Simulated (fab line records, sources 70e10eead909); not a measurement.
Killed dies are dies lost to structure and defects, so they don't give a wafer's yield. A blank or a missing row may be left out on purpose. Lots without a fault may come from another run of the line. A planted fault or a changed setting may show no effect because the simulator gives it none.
A struck lot beside a sound one | flow nand_harc | 25 steps out of a route of 1159
Sound: wafers L188.2, L188.4, L188.5. Struck: wafers L198.1, L198.4, L198.6. The cause comes at the end.
At each step with rows: each side's tool, then ch and its chambers, then its first start. Under that, the readings that differ: sound wafers | struck wafers | difference of the means | sigmas: that difference in standard deviations of wafers without a fault.
alike: readings whose means differ by less than 2 such deviations, and words and numbers that are the same on both sides. not compared: withheld readings, readings that some wafer has no value for, bounds like >300 that may hide the same value, and numbers for which the record gives no deviation and whose values overlap.
The two part at a step that has a row with sigmas, a row that says differs or no value, or rows on one side only. Numbers that don't overlap but have no deviation are shown without sigmas and don't part them. A reading that every wafer of one side lacks parts them only if that side has two wafers or more.

first, 1 step without rows for these wafers: NHARC_P_M1_PRE_CLEAN_30 (time 30 s).
NHARC_P_M1_PVD_20: deposits TaN, target thk 5 nm, time 8.06 s.
  sound on pvd_sputter-02; struck on pvd_sputter-01
  alike: cathode_dc_power_W, substrate_temp_c, throttle_valve_pct
NHARC_P_M1_PVD_21: deposits Cu, target thk 30 nm, time 20.49 s.
  sound on pvd_sputter-02; struck on pvd_sputter-01
  alike: cathode_dc_power_W, substrate_temp_c, throttle_valve_pct
then, 1 step without rows for these wafers: NHARC_P_M1_ECD_22 (material Cu, target thk 400 nm).
NHARC_P_M1_ANNEAL_31: time 90 s.
  sound on rtp_anneal-01 ch 0, day 6 18:16; struck on rtp_anneal-01 ch 0, day 9 08:42
  alike: wafer_temp_C_max
then, 1 step without rows for these wafers: NHARC_P_M1_CMP_23 (polishes, t overpolish 20 s, target thk 157.82 nm).
NHARC_P_M1_THK_MEAS_24: measures by xrf.
  sound on film_metro-02, day 6 18:53; struck on film_metro-02, day 9 09:22
  alike: thk_nm
then, 1 step without rows for these wafers: NHARC_P_M1_SRD_25.
NHARC_P_M1_INSPECT_27:
  sound on defect_inspect-01, day 6 19:02; struck on defect_inspect-01, day 9 09:31
  alike: raw_defect_count
NHARC_P_M1_PRE_CLEAN_32: time 12 s.
  sound on pecvd-03 ch 0,1, day 6 19:08; struck on pecvd-03 ch 0,1,2, day 9 09:35
  alike: heater_power_w
NHARC_P_M1_DEP_33: deposits SiCN, target thk 30 nm.
  sound on pecvd-03 ch 0,1, day 6 19:16; struck on pecvd-03 ch 0,1,2, day 9 09:40
  alike: heater_power_w
NHARC_P_M2_DEP_00: deposits SiOC, target thk 182.5 nm.
  sound on pecvd-03 ch 0,2, day 6 19:40; struck on pecvd-03 ch 0,1,2, day 9 10:08
then, 9 steps without rows for these wafers: NHARC_P_M2_DEHYDRATE_01 (time 120 s); NHARC_P_M2_HMDS_02 (time 30 s); NHARC_P_M2_COAT_34 (time 65 s); NHARC_P_M2_COAT_03 (resist thk 90 nm); NHARC_P_M2_SOFTBAKE_04 (time 55 s); NHARC_P_M2_EBR_05; NHARC_P_M2_EXPOSE_06 (exposes mask P M2, target cd 170 nm); NHARC_P_M2_PEB_07 (peb time 65 s); NHARC_P_M2_DEVELOP_08 (develop time 35 s).
NHARC_P_M2_CD_MEAS_09: target cd 170 nm.
  sound on cd_sem-01 ch 0, day 6 20:19; struck on cd_sem-02 ch 0, day 9 10:55
  alike: cd_nm
NHARC_P_M2_OVL_MEAS_10: pitch 340 nm.
  sound on overlay-01, day 6 20:24; struck on overlay-01, day 9 11:01
  alike: overlay_x_nm, overlay_y_nm
NHARC_P_M2_INSPECT_11:
  sound on defect_inspect-02, day 6 20:26; struck on defect_inspect-02, day 9 11:14
  reading          | sound | struck      | difference | sigmas
  raw_defect_count | 6 3 3 | 661 688 663 | +667       | +99 or more
  not compared: hold
NHARC_END_SORT_01:
  the record has rows for the sound wafers here (prober-02 ch 0, day 19 21:35) and none for the struck ones

WHERE THEY PART
First at NHARC_P_M2_INSPECT_11; last, within this record, at NHARC_END_SORT_01.

WHY: what the simulator had put in
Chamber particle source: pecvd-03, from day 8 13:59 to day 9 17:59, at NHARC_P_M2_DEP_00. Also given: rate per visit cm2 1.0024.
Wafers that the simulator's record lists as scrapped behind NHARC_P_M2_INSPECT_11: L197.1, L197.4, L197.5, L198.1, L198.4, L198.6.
